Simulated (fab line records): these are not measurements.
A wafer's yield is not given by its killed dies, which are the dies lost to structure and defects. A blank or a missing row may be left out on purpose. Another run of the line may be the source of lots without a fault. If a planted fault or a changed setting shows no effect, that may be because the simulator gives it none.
fab line records ; flow nand_harc
[record] lots = 7; wafers = 18; last_day = 23
route steps=1159 shown A_WL_FILL@817 END@1159
lots that met no fault: taken from a fault-free run of the same line
start_h: hours from the record's opening day to when the first of the lot's shown wafers began ; wait_h: hours elapsed since this lot's preceding step ; " repeats the value in the row above ; L1.1+2: a single row standing in for several wafers ; - no value, or no start given ; * or withheld: withheld ; < > ~ a bound
route shown NAME@n: names a module that has steps shown in the file, with the first one's number in the route ; usual: the fault-free wafers' mean and standard deviation ; same: alike in all rows ; chamber/n: place in a boat ; sites: readings site by site ; _std_site: their standard deviation ; _edge_site: the outer-site mean with the inner-site mean subtracted ; radius_mm: how far each site lies from the wafer's centre ; mask NAME#n: copy n ; behind: the tool/chamber that last shaped the wafer ; hold: why the lot went on hold/how many hours it stayed there/how the hold came to an end ; device: which transistor (n, p or np) failed to switch ; end of line: tests run on the same wafers once the route is complete ; step lacking rows: just its recipe ; killed: not the wafer's yield, but the dies lost to structure and defects at the first sort ; map: shows each die of a wafer: x if killed, . if not, _ if none is there
set.NAME: the setting that was run; set.NAME@STEP: the one run at that earlier step ; model.NAME: the simulator's own value behind a step, which no gauge read
lots at selected steps of the route; one table per step, one row per wafer
services: from which hour (start_h, from the record's first day; less than 0 if before it) a tool's chamber was out of use, for how many hours, and why
[[steps]]
[step NHARC_A_WL_FILL_STRIP_28]
[recipe] time_s = 1200; temp_c = 72.5; chemistry = post_etch_residue_remover
[step NHARC_A_WL_FILL_PRECLEAN_06]
[recipe] time_s = 300; chemistry = DIW
[step NHARC_A_WL_FILL_SRD_07]
[step NHARC_A_WL_FILL_ANNEAL_08]
[recipe] temp_c = 450; time_s = 1800
[step NHARC_A_WL_FILL_ALD_10]
[recipe] target_thk_a = 500; pulse_time_s = 10; ald_cycles = 500; temp_c = 300; material = SiO2
[usual] heater_power_w = 464/33; precursor_pulse_height_rel = 1.000/0.02
lot.wafer;tool;chamber;start_h;wait_h;heater_power_w;precursor_pulse_height_rel
L983.4;ald_hk-03;0;373.18;0.0;487;0.993
L983.1;ald_hk-03;1;373.18;0.0;379;0.996
L983.3;ald_hk-03;3;374.71;1.6;447;0.982
L991.3;ald_hk-04;3;391.00;2.5;457;1.024
L991.2;ald_hk-04;1;392.02;3.5;437;1.003
L991.1;ald_hk-04;2;392.02;3.5;478;1.008
L987.3;ald_hk-02;0;394.42;0.6;510;0.996
L987.4;ald_hk-02;1;394.42;0.6;470;0.990
L989.4;ald_hk-02;1;403.89;1.1;470;0.991
L989.3;ald_hk-02;2;403.89;1.1;436;1.016
L994.4;ald_hk-02;2;417.87;0.0;438;1.020
L994.2;ald_hk-02;1;419.39;1.6;475;0.994
L994.6;ald_hk-02;3;420.41;2.6;475;1.008
L992.3;ald_hk-04;1;433.82;1.1;461;1.009
L992.2;ald_hk-04;2;433.82;1.1;492;0.972
L998.4;ald_hk-03;1;443.87;1.6;377;1.017
L998.6;ald_hk-03;2;443.87;1.6;475;1.003
L998.5;ald_hk-03;3;443.87;1.6;454;1.028
[step NHARC_A_WL_FILL_ETCHBACK_16]
[recipe] target_depth_a = 880; time_s = 17.6; c4f8_flow_sccm = withheld; o2_flow_sccm = 8; ar_flow_sccm = withheld; rf_w = 600; bias_w = 800; chemistry = C4F8/O2/Ar
[usual] oes_product_au = 0.990/0.03; rf_vpp_V = 725/4.4
lot.wafer;tool;chamber;start_h;wait_h;oes_product_au;rf_hours_counter_h;rf_vpp_V
L983.4;rie_diel-06;1;-;-;0.993;4.5;718
L983.1;rie_diel-06;2;-;-;0.998;4.6;730
L983.3;rie_diel-06;0;-;-;0.988;4.4;722
L991.1;rie_diel-11;2;-;-;0.996;1.9;721
L991.3;rie_diel-11;3;-;-;1.013;2.2;728
L991.2;rie_diel-11;0;-;-;1.010;0.9;724
L987.3;rie_diel-11;2;-;-;1.003;2.0;721
L987.4;rie_diel-11;3;-;-;1.007;2.2;729
L989.3;rie_diel-06;0;-;-;0.911;5.3;722
L989.4;rie_diel-06;1;-;-;0.919;5.6;717
L994.2;rie_diel-11;1;-;-;0.998;3.1;724
L994.4;rie_diel-11;2;-;-;1.004;3.3;721
L994.6;rie_diel-11;1;-;-;1.002;-;724
L992.2;rie_diel-10;0;-;-;0.958;1.8;729
L992.3;rie_diel-10;1;-;-;0.951;1.8;718
L998.4;rie_diel-06;1;-;-;1.025;0.6;718
L998.5;rie_diel-06;3;-;-;1.005;-;729
L998.6;rie_diel-06;0;-;-;0.976;-;723
[step NHARC_A_WL_FILL_STRIP_29]
[recipe] time_s = 20; o2_flow_sccm = 500; ar_flow_sccm = 0; bias_w = 0; chemistry = O2
[usual] drypump_motor_current_A = 5.9/0.54; oes_product_au = 1.003/0.014; rf_vpp_V = 58.0/0.99; showerhead_plenum_p_Torr = 3.58/0.15; throttle_valve_pct = 17.037/0.0089
lot.wafer;tool;chamber;start_h;wait_h;drypump_motor_current_A;oes_product_au;rf_hours_counter_h;rf_vpp_V;showerhead_plenum_p_Torr;throttle_valve_pct
L983.4;rie_diel-06;2;377.88;0.1;6.6;1.014;4.6;57.7;3.78;17.047
L983.3;rie_diel-06;0;377.88;0.1;6.7;0.992;4.4;57.8;3.49;17.038
L983.1;rie_diel-06;1;377.88;0.1;5.5;1.009;4.5;56.9;3.33;17.032
L991.2;rie_diel-11;0;395.71;0.1;6.4;1.004;0.9;58.2;3.55;17.027
L991.1;rie_diel-11;1;395.71;0.1;5.7;1.003;1.9;57.5;3.55;17.038
L991.3;rie_diel-11;3;395.71;0.1;5.3;1.015;2.2;59.4;3.74;17.038
L987.4;rie_diel-11;1;398.63;0.1;5.7;0.992;1.9;58.3;3.55;17.037
L987.3;rie_diel-11;2;398.63;0.1;5.8;1.002;2.0;57.8;3.43;17.039
L989.3;rie_diel-06;0;407.58;0.1;6.7;0.989;5.3;58.7;3.49;17.048
L989.4;rie_diel-06;2;407.58;0.1;6.6;0.986;5.7;58.0;3.78;17.030
L994.4;rie_diel-11;3;422.56;0.1;5.3;1.011;3.5;58.3;3.74;17.039
L994.2;rie_diel-11;2;422.56;0.1;5.8;1.000;3.3;57.7;3.43;17.018
L994.6;rie_diel-11;3;422.56;0.1;5.3;1.023;-;57.0;3.74;17.056
L992.2;rie_diel-10;2;437.50;0.1;6.4;0.981;1.9;57.4;3.53;17.036
L992.3;rie_diel-10;3;437.50;0.1;5.7;0.978;1.9;58.1;3.66;17.052
L998.4;rie_diel-06;1;447.08;0.1;5.4;1.025;0.6;57.6;3.33;17.052
L998.6;rie_diel-06;2;447.08;0.1;6.6;1.008;-;57.1;3.78;17.036
L998.5;rie_diel-06;3;447.08;0.1;5.4;1.013;-;58.6;3.72;17.030
[step NHARC_A_WL_FILL_ETCHBACK_17]
[recipe] target_depth_a = 40; time_s = 26.7; chemistry = Cl2/BCl3
[usual] drypump_motor_current_A = 5.3/0.39; oes_product_au = 0.992/0.011
lot.wafer;tool;chamber;start_h;wait_h;drypump_motor_current_A;oes_product_au;rf_hours_counter_h
L983.1;rie_metal-03;0;377.98;-;5.1;1.008;2.5
L983.3;rie_metal-03;1;377.98;-;5.6;0.974;-
L983.4;rie_metal-03;0;377.98;-;5.1;0.992;-
L991.2;rie_metal-01;0;395.80;-;6.0;0.999;1.7
L991.1;rie_metal-01;1;395.80;-;5.5;1.000;1.7
L991.3;rie_metal-01;0;395.80;-;6.0;0.989;-
L987.3;rie_metal-03;0;398.77;-;5.1;0.998;-
L987.4;rie_metal-03;1;398.77;-;5.5;0.984;-
L989.4;rie_metal-02;1;407.70;-;4.9;0.991;-
L989.3;rie_metal-02;0;407.70;-;4.8;0.993;-
L994.2;rie_metal-02;1;422.67;-;5.0;0.982;0.3
L994.4;rie_metal-02;1;422.67;-;4.9;0.986;-
L994.6;rie_metal-02;0;422.67;-;4.8;0.995;-
L992.2;rie_metal-01;0;437.58;-;6.0;0.983;3.1
L992.3;rie_metal-01;0;437.58;-;5.9;0.987;-
L998.4;rie_metal-01;0;447.20;-;6.0;0.990;-
L998.5;rie_metal-01;0;447.20;-;6.0;0.996;-
L998.6;rie_metal-01;1;447.20;-;5.5;1.001;-
[step NHARC_A_WL_FILL_PRECLEAN_18]
[recipe] time_s = 30; chemistry = dHF
[step NHARC_A_WL_FILL_SRD_21]
[step NHARC_A_WL_FILL_CVD_23]
[recipe] target_thk_a = 400; temp_c = 620; pressure_mtorr = 200; time_s = 800; material = poly-Si
[step NHARC_A_WL_FILL_ETCHBACK_26]
[recipe] target_depth_a = 520; time_s = 13.3; hbr_flow_sccm = 150; rf_w = 350; icp_w = 350; bias_w = 60; chemistry = HBr
[usual] drypump_motor_current_A = 5.9/0.45; oes_product_au = 1.000/0.013; throttle_valve_pct = 23.264/0.0095
lot.wafer;tool;chamber;start_h;wait_h;drypump_motor_current_A;oes_product_au;rf_hours_counter_h;throttle_valve_pct
L983.1;rie_si-02;1;383.02;0.4;6.0;1.020;1.1;23.255
L983.3;rie_si-02;2;383.02;0.4;6.4;1.005;1.0;23.266
L983.4;rie_si-02;0;383.02;0.4;5.2;1.018;1.2;23.257
L991.3;rie_si-05;3;398.75;0.4;6.4;0.986;1.0;23.268
L991.2;rie_si-05;0;398.75;0.4;5.9;0.990;1.1;23.267
L991.1;rie_si-05;2;398.75;0.4;6.1;1.011;1.0;23.260
L987.4;rie_si-05;1;403.80;0.4;6.1;0.909;1.1;23.280
L987.3;rie_si-05;2;403.80;0.4;6.1;0.997;1.0;23.276
L989.3;rie_si-05;2;413.07;0.4;6.1;0.998;1.0;23.270
L989.4;rie_si-05;1;413.07;0.4;6.1;0.901;1.1;23.273
L994.2;rie_si-03;1;428.01;0.4;6.2;0.995;0.7;23.253
L994.4;rie_si-03;3;428.01;0.4;6.0;1.014;0.5;23.272
L994.6;rie_si-03;2;428.01;0.4;5.9;0.998;-;23.253
L992.3;rie_si-05;3;442.66;0.4;6.3;0.985;0.1;23.270
L992.2;rie_si-05;2;442.66;0.4;6.1;0.901;0.1;23.269
L998.4;rie_si-03;1;452.22;0.4;6.2;0.988;0.9;23.255
L998.5;rie_si-03;0;452.22;0.4;4.9;1.007;-;23.257
L998.6;rie_si-03;1;452.22;0.4;6.2;0.995;-;23.261
[step NHARC_A_WL_FILL_PRECLEAN_30]
[recipe] time_s = 10; chemistry = dHF
[step NHARC_END_SORT_01]
[recipe] temp_c = 25
[usual] killed_at_array = 26/9.1; killed_at_other = 0.7/0.9; killed_at_periphery = 3.6/2.8; killed_dies = 30/9.2; killed_open = 3.0/1.9; killed_short = 2.0/1.4
[same] gross_dies = 677
lot.wafer;tool;chamber;start_h;wait_h;killed_at_array;killed_at_other;killed_at_periphery;killed_dies;killed_open;killed_short
L983.1;prober-01;0;467.98;2.5;24;0;2;26;4;2
L983.3;prober-01;0;469.57;3.1;27;1;5;33;4;5
L983.4;prober-01;0;470.37;3.4;22;0;5;27;5;1
L987.3;prober-01;0;483.32;3.1;10;3;7;20;2;1
L987.4;prober-01;0;484.10;3.4;17;1;1;19;3;1
L991.1;prober-01;0;489.48;2.5;28;2;2;32;3;3
L991.2;prober-01;0;490.28;2.8;23;0;1;24;5;2
L991.3;prober-01;0;491.07;3.1;22;1;0;23;5;4
L989.3;prober-01;0;498.83;3.1;22;2;1;25;3;0
L989.4;prober-01;0;499.63;3.4;35;1;3;39;2;1
L994.2;prober-02;0;513.20;2.8;33;0;2;35;4;2
L994.4;prober-02;0;514.85;3.5;28;0;2;30;2;1
L994.6;prober-02;0;516.49;4.1;29;0;3;32;1;0
L992.2;prober-02;0;538.17;2.8;49;0;3;52;4;5
L998.4;prober-02;0;556.29;3.4;25;1;6;32;2;1
L998.5;prober-02;0;557.07;3.7;35;1;5;41;7;3
L998.6;prober-02;0;557.86;3.9;28;1;1;30;3;1
// killed by level:class
L983.1 A_CHANNEL_HOLE_D1:chamber_film_flake=13 A_M0:geometric_particle:open=3 A_STAIRCASE:chamber_film_flake=3 A_WL_FILL:geometric_particle:short=2 A_BONDPAD:chamber_film_flake=2 P_M2:geometric_particle:open=1 P_BONDPAD:chamber_film_flake=1 A_CONTACT:chamber_film_flake=1
L983.3 A_CHANNEL_HOLE_D1:chamber_film_flake=12 A_WL_FILL:geometric_particle:short=3 P_GATE:chamber_film_flake=3 A_STAIRCASE:chamber_film_flake=3 A_M0:geometric_particle:open=2 A_CONTACT:chamber_film_flake=2 P_CONTACT:geometric_particle:open=1 A_WL_FILL:geometric_particle:open=1
L983.4 A_CHANNEL_HOLE_D1:chamber_film_flake=16 A_STAIRCASE:chamber_film_flake=3 P_GATE:geometric_particle:open=1 P_CONTACT:geometric_particle:open=1 P_M0:geometric_particle:open=1 A_CHANNEL_FILL_D1:geometric_particle:short=1 A_CONTACT:geometric_particle:open=1 A_M0:geometric_particle:open=1
L987.3 A_CONTACT:chamber_film_flake=5 P_STI:chamber_film_flake=4 THIN_TSV:chamber_film_flake=3 A_CHANNEL_HOLE_D1:chamber_film_flake=2 P_CONTACT:geometric_particle:open=1 A_SOURCE_PLATE:geometric_particle:short=1 A_CONTACT:geometric_particle:open=1 P_GATE:chamber_film_flake=1
L987.4 A_CHANNEL_HOLE_D1:chamber_film_flake=5 A_STAIRCASE:chamber_film_flake=5 A_ONON_D1:geometric_particle:open=1 A_CHANNEL_FILL_D1:geometric_particle:open=1 A_CONTACT:geometric_particle:short=1 A_CONTACT:geometric_particle:open=1 P_GATE:chamber_film_flake=1 A_CHANNEL_FILL_D1:chamber_film_flake=1
L991.1 A_SLIT:chamber_film_flake=11 A_CHANNEL_HOLE_D1:chamber_film_flake=6 A_STAIRCASE:chamber_film_flake=5 A_CONTACT:chamber_film_flake=2 P_CONTACT:geometric_particle:open=1 A_CHANNEL_FILL_D1:geometric_particle:short=1 A_WL_FILL:geometric_particle:open=1 A_CONTACT:geometric_particle:open=1
L991.2 A_SLIT:chamber_film_flake=8 A_CHANNEL_HOLE_D1:chamber_film_flake=3 A_STAIRCASE:chamber_film_flake=3 A_M0:geometric_particle:open=2 A_CHANNEL_FILL_D1:geometric_particle:open=1 A_SGD_CUT:geometric_particle:open=1 A_WL_FILL:geometric_particle:open=1 A_BLC:geometric_particle:short=1
L991.3 A_SLIT:chamber_film_flake=6 A_STAIRCASE:chamber_film_flake=4 A_CHANNEL_HOLE_D1:chamber_film_flake=3 A_CHANNEL_FILL_D1:geometric_particle:open=2 A_CHANNEL_FILL_D1:geometric_particle:short=2 A_WL_FILL:geometric_particle:short=2 A_CONTACT:geometric_particle:open=2 A_WL_FILL:geometric_particle:open=1
L989.3 A_CHANNEL_HOLE_D1:chamber_film_flake=17 A_CONTACT:chamber_film_flake=2 THIN_TSV:chamber_film_flake=2 P_M0:geometric_particle:open=1 A_SOURCE_PLATE:geometric_particle:open=1 A_CHANNEL_FILL_D1:geometric_particle:open=1 A_STAIRCASE:chamber_film_flake=1
L989.4 A_CHANNEL_HOLE_D1:chamber_film_flake=21 A_STAIRCASE:chamber_film_flake=5 A_CONTACT:chamber_film_flake=4 P_GATE:chamber_film_flake=3 A_ONON_D1:geometric_particle:short=1 A_SGD_CUT:geometric_particle:open=1 A_WL_FILL:geometric_particle:open=1 A_ZERO_WELL:chamber_film_flake=1
L994.2 A_CHANNEL_HOLE_D1:chamber_film_flake=20 A_CONTACT:chamber_film_flake=5 A_STAIRCASE:chamber_film_flake=2 P_STI:geometric_particle:open=1 P_M2:geometric_particle:open=1 A_SOURCE_PLATE:geometric_particle:open=1 A_SOURCE_PLATE:geometric_particle:short=1 A_CHANNEL_FILL_D1:geometric_particle:short=1
L994.4 A_CHANNEL_HOLE_D1:chamber_film_flake=12 A_CONTACT:chamber_film_flake=9 A_STAIRCASE:chamber_film_flake=3 P_GATE:geometric_particle:open=1 A_SOURCE_PLATE:geometric_particle:open=1 A_CONTACT:geometric_particle:short=1 P_GATE:chamber_film_flake=1 A_WL_FILL:chamber_film_flake=1
L994.6 A_CHANNEL_HOLE_D1:chamber_film_flake=16 A_CONTACT:chamber_film_flake=8 A_STAIRCASE:chamber_film_flake=4 P_GATE:chamber_film_flake=2 A_WL_FILL:geometric_particle:open=1 P_ZERO_WELL:chamber_film_flake=1
L992.2 A_CHANNEL_HOLE_D1:chamber_film_flake=22 A_SLIT:chamber_film_flake=10 A_STAIRCASE:chamber_film_flake=4 A_CONTACT:chamber_film_flake=3 P_M0:geometric_particle:open=2 A_WL_FILL:geometric_particle:short=2 A_SOURCE_PLATE:geometric_particle:open=1 A_CHANNEL_HOLE_D1:geometric_particle:short=1
L998.4 A_SLIT:chamber_film_flake=12 A_CHANNEL_HOLE_D1:chamber_film_flake=7 P_GATE:chamber_film_flake=4 A_CONTACT:chamber_film_flake=3 A_ONON_D1:geometric_particle:open=1 A_CHANNEL_FILL_D1:geometric_particle:short=1 A_CONTACT:geometric_particle:open=1 P_STI:chamber_film_flake=1
L998.5 A_SLIT:chamber_film_flake=15 A_CONTACT:chamber_film_flake=8 A_CHANNEL_HOLE_D1:chamber_film_flake=4 A_CHANNEL_FILL_D1:geometric_particle:open=2 A_CONTACT:geometric_particle:open=2 P_GATE:chamber_film_flake=2 P_M1:geometric_particle:short=1 A_SLIT:geometric_particle:open=1
L998.6 A_SLIT:chamber_film_flake=15 A_CONTACT:chamber_film_flake=6 A_CHANNEL_HOLE_D1:chamber_film_flake=4 A_CHANNEL_FILL_D1:geometric_particle:open=1 A_WL_FILL:geometric_particle:open=1 A_CONTACT:geometric_particle:short=1 THIN_TSV:geometric_particle:open=1 P_STI:chamber_film_flake=1
[[services]]
tool;chamber;start_h;hours;kind
rie_diel-10;-;353.50;9.0;pm
ald_hk-04;-;365.18;10.0;pm
rie_diel-11;-;366.50;9.0;pm
rie_diel-11;0;366.50;9.0;vent_cycle
rie_diel-11;1;366.50;9.0;vent_cycle
rie_diel-11;2;366.50;9.0;vent_cycle
rie_diel-11;3;366.50;9.0;vent_cycle
rie_diel-06;0;372.74;-;clean
rie_diel-06;1;372.74;-;clean
rie_diel-06;2;372.74;-;clean
rie_diel-06;3;372.74;-;clean
rie_diel-11;0;375.50;-;clean
rie_diel-11;1;375.50;-;clean
rie_diel-11;0;378.64;8.6;repair
rie_metal-02;-;388.00;9.0;pm
rie_si-02;-;388.00;9.0;pm
rie_si-05;-;390.93;0.5;repair
rie_si-02;-;397.67;0.1;repair
rie_metal-01;1;401.92;3.8;repair
rie_diel-11;1;402.58;2.2;repair
rie_metal-02;-;409.06;0.7;repair
rie_si-05;-;416.00;9.0;pm
rie_diel-06;-;418.20;9.0;pm
ald_hk-03;-;451.44;0.6;repair
[[key]]
[first_sign] step = NHARC_A_WL_FILL_ETCHBACK_26; reading = oes_product_au; direction = down; sigmas = 7.6; usual = 1.000; struck = 0.904
effect none on later readings
met_at NHARC_A_WL_FILL_ETCHBACK_26
struck_wafers L987.4,L989.4,L992.2
tester_left_out L987,L989,L992
onset_between 398.75 403.80
[fault] kind = process_parameter_drift; tool = rie_si-05; chamber = -; onset_h = 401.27; steps = NHARC_A_WL_FILL_ETCHBACK_26; channel = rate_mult; offset = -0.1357; shape = step; end_h = 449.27; scope = struck_wafers_only
// tester_left_out: of these lots the tester's yield and bins aren't shown, on N5 and GAA mostly nor the transistor test; their killed dies are dies lost to structure and defects alone, not to doping, threshold or leakage, so they don't give the yield
